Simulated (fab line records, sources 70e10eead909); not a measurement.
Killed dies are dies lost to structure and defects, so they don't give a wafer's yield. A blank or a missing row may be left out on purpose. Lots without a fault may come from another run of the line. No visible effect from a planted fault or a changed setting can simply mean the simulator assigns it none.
Which of the tools did it? :: flow nand-harc :: 11 lots with 33 wafers sampled at 6 steps, on a route of 1302 steps

== WHAT THE GAUGES READ, wafer by wafer ==
NHARC_P_M0_INSPECT_11. Usual: raw-defect-count reads 4.5 (standard deviation 2.5).
lot: L337
measured: day 6 00:53
on: defect-inspect-02
raw-defect-count: 2 5 7
flag: 

lot: L338
measured: day 6 11:03
on: defect-inspect-02
raw-defect-count: 2 5 5
flag: 

lot: L340
measured: day 7 01:43
on: defect-inspect-02
raw-defect-count: 6 5 1
flag: 

lot: L341
measured: day 7 20:12
on: defect-inspect-01
raw-defect-count: 6 3 7
flag: 

lot: L343
measured: day 8 13:02
on: defect-inspect-01
raw-defect-count: 7 3 4
flag: 

lot: L344
measured: day 8 18:09
on: defect-inspect-02
raw-defect-count: 3 4 4
flag: 

lot: L351
measured: day 12 05:40
on: defect-inspect-01
raw-defect-count: 7 7 5
flag: 

lot: L353
measured: day 12 23:40
on: defect-inspect-01
raw-defect-count: 2 5 5
flag: 

lot: L356
measured: day 13 22:25
on: defect-inspect-02
raw-defect-count: 3 6 3
flag: 

lot: L357
measured: day 14 14:44
on: defect-inspect-01
raw-defect-count: 4 5 5
flag: 

lot: L360
measured: day 15 21:22
on: defect-inspect-02
raw-defect-count: 7 3 3
flag: 

NHARC_P_M1_INSPECT_11. Usual: raw-defect-count reads 4.4 (standard deviation 2.6).
lot: L337
measured: day 6 05:04
on: defect-inspect-01
raw-defect-count: 2 4 5
flag: 

lot: L338
measured: day 6 15:10
on: defect-inspect-01
raw-defect-count: 3 4 3
flag: 

lot: L340
measured: day 7 05:41
on: defect-inspect-01
raw-defect-count: 6 5 3
flag: 

lot: L341
measured: day 8 00:16
on: defect-inspect-01
raw-defect-count: 4 3 5
flag: 

lot: L343
measured: day 8 16:58
on: defect-inspect-02
raw-defect-count: 256 262 270
flag: OFF

lot: L344
measured: day 8 22:28
on: defect-inspect-01
raw-defect-count: 295 268 276
flag: OFF

lot: L351
measured: day 12 09:35
on: defect-inspect-02
raw-defect-count: 9 7 4
flag: 

lot: L353
measured: day 13 03:43
on: defect-inspect-02
raw-defect-count: 2 8 7
flag: 

lot: L356
measured: day 14 02:20
on: defect-inspect-02
raw-defect-count: 4 5 5
flag: 

lot: L357
measured: day 14 18:49
on: defect-inspect-01
raw-defect-count: 5 2 2
flag: 

lot: L360
measured: day 16 01:27
on: defect-inspect-02
raw-defect-count: 5 4 2
flag: 

NHARC_END_SORT_01. Usual: defect-limited-yield 91.4 %, standard deviation 2.7; killed-at-array 53, standard deviation 18; killed-at-other 1.0, standard deviation 1.2; killed-at-periphery 3.6, standard deviation 2.4; killed-dies 58, standard deviation 18; killed-open 3.4, standard deviation 1.8; killed-short 2.3, standard deviation 1.5; sort_bin_2_pct 3.1 %, standard deviation 1.2; sort_bin_3_pct 0.7 %, standard deviation 0.39; sort_bin_4_pct 4.8 %, standard deviation 1.6; sort-n-pass 619, standard deviation 18; sort-rim-yield-pct 88 %, standard deviation 4.1; sort-yield-pct 91.4 %, standard deviation 2.7.
lot: L343
measured: day 27 21:28
on: prober-01
defect-limited-yield (%): 62.9 61.6 63.2
killed-at-array: 60 54 52
killed-at-other: 0 0 0
killed-at-periphery: 191 206 197
killed-dies: 251 260 249
killed-open: 3 2 3
killed-short: 1 1 1
sort_bin_2_pct (%): 12.3 13.0 13.0
sort_bin_3_pct (%): 2.4 3.0 2.2
sort_bin_4_pct (%): 22.5 22.5 21.6
sort-n-pass: 426 417 428
sort-rim-yield-pct (%): 53 56 63
sort-yield-pct (%): 62.9 61.6 63.2
flag: OFF

lot: L344
measured: day 27 09:52
on: prober-02
defect-limited-yield (%): 61.2 64.7 64.8
killed-at-array: 35 45 34
killed-at-other: 1 0 0
killed-at-periphery: 227 194 204
killed-dies: 263 239 238
killed-open: 1 5 2
killed-short: 2 1 3
sort_bin_2_pct (%): 13.6 13.0 11.4
sort_bin_3_pct (%): 2.5 1.8 2.7
sort_bin_4_pct (%): 22.7 20.5 21.1
sort-n-pass: 414 438 439
sort-rim-yield-pct (%): 54 78 66
sort-yield-pct (%): 61.2 64.7 64.8
flag: OFF

== WHAT TOOL EACH LOT RAN ON (gives the tool, then ch and the chambers of the sampled wafers, and finally the start) ==
lot: L337
NHARC_P_M0_ETCH_34: rie-diel-02 ch 0,2,3, day 6 01:02
NHARC_P_M0_PRE_CLEAN_29: pvd-sputter-03, day 6 03:03 or earlier
NHARC_P_M0_CMP_23: cmp-01 ch 0,1,2, day 6 03:03

lot: L338
NHARC_P_M0_ETCH_34: rie-diel-05 ch 1,2, day 6 11:12
NHARC_P_M0_PRE_CLEAN_29: pvd-sputter-02, day 6 13:13 or earlier
NHARC_P_M0_CMP_23: cmp-04 ch 0,2, day 6 13:13

lot: L340
NHARC_P_M0_ETCH_34: rie-diel-12 ch 1,3, day 7 01:52
NHARC_P_M0_PRE_CLEAN_29: pvd-sputter-03, day 7 03:49 or earlier
NHARC_P_M0_CMP_23: cmp-04 ch 0,2,3, day 7 03:49

lot: L341
NHARC_P_M0_ETCH_34: rie-diel-12 ch 1,2,3, day 7 20:21
NHARC_P_M0_PRE_CLEAN_29: pvd-sputter-02, day 7 22:19 or earlier
NHARC_P_M0_CMP_23: cmp-04 ch 0,1,2, day 7 22:19

lot: L343
NHARC_P_M0_ETCH_34: rie-diel-05 ch 1,2, day 8 13:11
NHARC_P_M0_PRE_CLEAN_29: pvd-sputter-01, day 8 15:06 or earlier
NHARC_P_M0_CMP_23: cmp-04 ch 1,3, day 8 15:06

lot: L344
NHARC_P_M0_ETCH_34: rie-diel-05 ch 0,2,3, day 8 18:28
NHARC_P_M0_PRE_CLEAN_29: pvd-sputter-02, day 8 20:28 or earlier
NHARC_P_M0_CMP_23: cmp-04 ch 0,3, day 8 20:28

lot: L351
NHARC_P_M0_ETCH_34: rie-diel-05 ch 0,2, day 12 05:49
NHARC_P_M0_PRE_CLEAN_29: pvd-sputter-01, day 12 07:44 or earlier
NHARC_P_M0_CMP_23: cmp-04 ch 1,3, day 12 07:44

lot: L353
NHARC_P_M0_ETCH_34: rie-diel-05 ch 2,3, day 12 23:48
NHARC_P_M0_PRE_CLEAN_29: pvd-sputter-03, day 13 01:46 or earlier
NHARC_P_M0_CMP_23: cmp-04 ch 1,3, day 13 01:46

lot: L356
NHARC_P_M0_ETCH_34: rie-diel-05 ch 1,3, day 13 22:34
NHARC_P_M0_PRE_CLEAN_29: pvd-sputter-01, day 14 00:28 or earlier
NHARC_P_M0_CMP_23: cmp-04 ch 1,2,3, day 14 00:28

lot: L357
NHARC_P_M0_ETCH_34: rie-diel-05 ch 0,2,3, day 14 14:53
NHARC_P_M0_PRE_CLEAN_29: pvd-sputter-03, day 14 16:50 or earlier
NHARC_P_M0_CMP_23: cmp-03 ch 0,1,3, day 14 16:50

lot: L360
NHARC_P_M0_ETCH_34: rie-diel-05 ch 1,2, day 15 21:31
NHARC_P_M0_PRE_CLEAN_29: pvd-sputter-03, day 15 23:31 or earlier
NHARC_P_M0_CMP_23: cmp-04 ch 0,2,3, day 15 23:31
- NHARC_P_M0_ETCH_34: etches the open film in N2/H2, target depth 40 nm, overetch 12 nm, time 43.94 s.
- NHARC_P_M0_PRE_CLEAN_29: time 30 s.
- NHARC_P_M0_CMP_23: polishes, t overpolish 20 s, target thk 117.54 nm.

== AS READ BY THE TOOLS THEMSELVES (means over the sampled wafers that have a number; for cases with no such wafer, the mark the record gives instead) ==
NHARC_P_M0_ETCH_34. Usual: drypump-motor-current-A 5.9 A, standard deviation 0.41; mfc-ar-sccm 0.0005 sccm, standard deviation 0.00086; oes-product-au 0.996 a.u., standard deviation 0.01; rf-fwd-power-W 394.7 W, standard deviation 1.6; rf-vpp-V 430.1 V, standard deviation 2.7; showerhead-plenum-p-Torr 2.03 Torr, standard deviation 0.096; throttle-valve-pct 14.172 %, standard deviation 0.009.
lot: L337
tool: rie-diel-02
drypump-motor-current-A (A): 6.1
mfc-ar-sccm (sccm): 0.0012
oes-product-au (a.u.): 1.000
rf-fwd-power-W (W): 396.3
rf-vpp-V (V): 429.9
showerhead-plenum-p-Torr (Torr): 1.97
throttle-valve-pct (%): 14.171
flag: 

lot: L338
tool: rie-diel-05
drypump-motor-current-A (A): 5.9
mfc-ar-sccm (sccm): 0.0002
oes-product-au (a.u.): 0.993
rf-fwd-power-W (W): 393.6
rf-vpp-V (V): 431.3
showerhead-plenum-p-Torr (Torr): 2.06
throttle-valve-pct (%): 14.162
flag: 

lot: L340
tool: rie-diel-12
drypump-motor-current-A (A): 6.0
mfc-ar-sccm (sccm): 0.0015
oes-product-au (a.u.): 0.992
rf-fwd-power-W (W): 395.6
rf-vpp-V (V): 433.0
showerhead-plenum-p-Torr (Torr): 2.11
throttle-valve-pct (%): 14.170
flag: 

lot: L341
tool: rie-diel-12
drypump-motor-current-A (A): 5.8
mfc-ar-sccm (sccm): 0.0008
oes-product-au (a.u.): 0.996
rf-fwd-power-W (W): 394.0
rf-vpp-V (V): 429.9
showerhead-plenum-p-Torr (Torr): 2.02
throttle-valve-pct (%): 14.177
flag: 

lot: L343
tool: rie-diel-05
drypump-motor-current-A (A): 6.0
mfc-ar-sccm (sccm): 0.0002
oes-product-au (a.u.): 0.990
rf-fwd-power-W (W): 394.3
rf-vpp-V (V): 431.0
showerhead-plenum-p-Torr (Torr): 2.06
throttle-valve-pct (%): 14.178
flag: 

lot: L344
tool: rie-diel-05
drypump-motor-current-A (A): 5.8
mfc-ar-sccm (sccm): 0.0003
oes-product-au (a.u.): 1.001
rf-fwd-power-W (W): 395.3
rf-vpp-V (V): 429.9
showerhead-plenum-p-Torr (Torr): 2.01
throttle-valve-pct (%): 14.182
flag: 

lot: L351
tool: rie-diel-05
drypump-motor-current-A (A): 5.9
mfc-ar-sccm (sccm): 0.0000
oes-product-au (a.u.): 0.995
rf-fwd-power-W (W): 395.1
rf-vpp-V (V): 428.2
showerhead-plenum-p-Torr (Torr): 1.97
throttle-valve-pct (%): 14.167
flag: 

lot: L353
tool: rie-diel-05
drypump-motor-current-A (A): 5.7
mfc-ar-sccm (sccm): 0.0007
oes-product-au (a.u.): 0.995
rf-fwd-power-W (W): 394.2
rf-vpp-V (V): 430.6
showerhead-plenum-p-Torr (Torr): 2.07
throttle-valve-pct (%): 14.172
flag: 

lot: L356
tool: rie-diel-05
drypump-motor-current-A (A): 6.1
mfc-ar-sccm (sccm): 0.0007
oes-product-au (a.u.): 0.994
rf-fwd-power-W (W): 394.4
rf-vpp-V (V): 432.3
showerhead-plenum-p-Torr (Torr): 2.13
throttle-valve-pct (%): 14.176
flag: 

lot: L357
tool: rie-diel-05
drypump-motor-current-A (A): 5.9
mfc-ar-sccm (sccm): 0.0003
oes-product-au (a.u.): 0.993
rf-fwd-power-W (W): 394.0
rf-vpp-V (V): 429.0
showerhead-plenum-p-Torr (Torr): 2.00
throttle-valve-pct (%): 14.165
flag: 

lot: L360
tool: rie-diel-05
drypump-motor-current-A (A): 6.1
mfc-ar-sccm (sccm): 0.0004
oes-product-au (a.u.): 0.992
rf-fwd-power-W (W): 394.6
rf-vpp-V (V): 431.9
showerhead-plenum-p-Torr (Torr): 2.10
throttle-valve-pct (%): 14.172
flag: 

NHARC_P_M0_PRE_CLEAN_29. Usual: heater-power-w reads 389 W (standard deviation 38).
lot: L337
tool: pvd-sputter-03
heater-power-w (W): 420
flag: 

lot: L338
tool: pvd-sputter-02
heater-power-w (W): 375
flag: 

lot: L340
tool: pvd-sputter-03
heater-power-w (W): 341
flag: 

lot: L341
tool: pvd-sputter-02
heater-power-w (W): 374
flag: 

lot: L343
tool: pvd-sputter-01
heater-power-w (W): 391
flag: 

lot: L344
tool: pvd-sputter-02
heater-power-w (W): 392
flag: 

lot: L351
tool: pvd-sputter-01
heater-power-w (W): 381
flag: 

lot: L353
tool: pvd-sputter-03
heater-power-w (W): 378
flag: 

lot: L356
tool: pvd-sputter-01
heater-power-w (W): 386
flag: 

lot: L357
tool: pvd-sputter-03
heater-power-w (W): 413
flag: 

lot: L360
tool: pvd-sputter-03
heater-power-w (W): 441
flag: 

NHARC_P_M0_CMP_23. Usual: edge-zone-pressure-frac 1.000, standard deviation 0.005; motor-current-A 12.0 A, standard deviation 1.3; time-to-endpoint-s 29.1 s, standard deviation 2.5.
lot: L337
tool: cmp-01
edge-zone-pressure-frac: 0.999
motor-current-A (A): 12.6
time-to-endpoint-s (s): 27.9
flag: 

lot: L338
tool: cmp-04
edge-zone-pressure-frac: 1.004
motor-current-A (A): 10.7
time-to-endpoint-s (s): 29.0
flag: 

lot: L340
tool: cmp-04
edge-zone-pressure-frac: 0.999
motor-current-A (A): 11.6
time-to-endpoint-s (s): 31.8
flag: 

lot: L341
tool: cmp-04
edge-zone-pressure-frac: 1.001
motor-current-A (A): 11.8
time-to-endpoint-s (s): 28.0
flag: 

lot: L343
tool: cmp-04
edge-zone-pressure-frac: 1.003
motor-current-A (A): 12.3
time-to-endpoint-s (s): 31.8
flag: 

lot: L344
tool: cmp-04
edge-zone-pressure-frac: 0.999
motor-current-A (A): 11.4
time-to-endpoint-s (s): 32.2
flag: 

lot: L351
tool: cmp-04
edge-zone-pressure-frac: 1.002
motor-current-A (A): 11.8
time-to-endpoint-s (s): 26.8
flag: 

lot: L353
tool: cmp-04
edge-zone-pressure-frac: 1.002
motor-current-A (A): 12.2
time-to-endpoint-s (s): 31.1
flag: 

lot: L356
tool: cmp-04
edge-zone-pressure-frac: 1.007
motor-current-A (A): 12.4
time-to-endpoint-s (s): 28.9
flag: 

lot: L357
tool: cmp-03
edge-zone-pressure-frac: 0.995
motor-current-A (A): 12.9
time-to-endpoint-s (s): 27.6
flag: 

lot: L360
tool: cmp-04
edge-zone-pressure-frac: 1.001
motor-current-A (A): 11.8
time-to-endpoint-s (s): 30.8
flag: 

== THE ANSWER, worked out from the rows above alone ==
Rule: a lot is off if the mean of its wafers that have a number lies more than 3 standard deviations from the usual mean. Also off: a lot with no number at a reading for which 4 or more lots have one. The other lots that the step has rows for count as sound. Order of review: gauges by route order, followed by the tools' own readings, for which a lot's mean as printed above is used. At the first step where some lot is off, the reading lying furthest off is the one used; lots without a number count as furthest.
Off at NHARC_P_M1_INSPECT_11 (raw-defect-count): L343, L344.
A tool fits if, at a process step before that reading, it ran every lot that is off, and no sound lot after the first of them. Not tried: the gauges at NHARC_P_M1_INSPECT_11; whatever is off there is also off at NHARC_END_SORT_01, on other tools, and gauge error can't account for it. NHARC_P_M0_PRE_CLEAN_29: start missing for some lots; hours and lot order therefore follow NHARC_P_M0_CMP_23. No candidate that was tried fits.

== WHAT WAS PUT IN BY THE SIMULATOR ==
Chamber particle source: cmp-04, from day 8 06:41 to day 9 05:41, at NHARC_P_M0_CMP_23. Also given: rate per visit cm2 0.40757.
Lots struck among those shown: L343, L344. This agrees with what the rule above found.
